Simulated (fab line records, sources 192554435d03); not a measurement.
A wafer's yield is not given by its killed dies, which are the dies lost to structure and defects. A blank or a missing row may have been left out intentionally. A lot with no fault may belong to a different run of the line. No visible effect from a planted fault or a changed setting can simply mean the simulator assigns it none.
Chamber matching ; flow n5-finfet ; N5_BEOL_M10_ALD_74 on ald-metal-02 has 4 sister chambers
The step deposits TaN, target thk 2 nm, pulse time 2 s, purge time 3 s. 18 wafers are shown with their chamber, then 9 later ones without.

== WAFERS, EACH WITH ITS CHAMBER ==
wafer;chamber;heater-power-w (W);precursor-vessel-temp-c (C)
L074.1;0;378;75.15
L074.4;3;341;75.08
L074.6;3;344;74.97
L075.2;1;395;75.00
L075.3;0;382;74.62
L075.6;3;342;74.92
L080.1;0;372;75.13
L080.3;3;331;75.25
L080.5;0;375;74.96
L084.3;1;380;75.15
L084.4;3;344;74.96
L084.6;2;469;75.10
L087.2;3;338;75.33
L087.5;0;379;74.92
L087.6;1;389;75.15
L088.1;3;327;75.11
L088.4;2;460;75.07
L088.5;0;377;75.17

SIGNATURES (means of the wafers above)
reading;chamber 0;chamber 1;chamber 2;chamber 3;scatter within a chamber
heater-power-w;377.17;388.00;464.50;338.14;5.86
precursor-vessel-temp-c;74.9917;75.1000;75.0850;75.0886;0.165
Rule: for each reading, subtract the chamber's mean from the wafer's reading, divide by that reading's scatter and square the result; add these up over the readings and take the root, which gives the wafer's distance from the chamber. The wafer belongs to the nearest chamber; if the next one is less than 2 further off, it can't be placed. How the scatter is found: for the shown wafers, subtract from each reading the mean of its chamber, square and add these, divide the total by (wafers less chambers), then take the root.

== WAFERS WHOSE CHAMBER IS MISSING ==
wafer;heater-power-w (W);precursor-vessel-temp-c (C)
L092.1;372;75.01
L092.2;383;74.88
L092.5;376;74.86
L094.2;381;75.07
L094.3;377;75.09
L094.6;469;75.05
L097.2;375;74.95
L097.3;457;75.03
L097.6;398;74.92

== CHAMBER TAKEN BY EACH ==
wafer;from the rows above;in truth
L092.1;can't be placed: 0 or 1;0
L092.2;can't be placed: 0 or 1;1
L092.5;can't be placed: 0 or 1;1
L094.2;can't be placed: 0 or 1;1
L094.3;can't be placed: 0 or 1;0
L094.6;2;2
L097.2;can't be placed: 0 or 1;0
L097.3;2;2
L097.6;can't be placed: 1 or 0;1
Correctly placed: 2 of 9. Cannot be placed on the basis of these rows: 7; the candidates contain the true chamber in 7. Placed wrongly: 0.
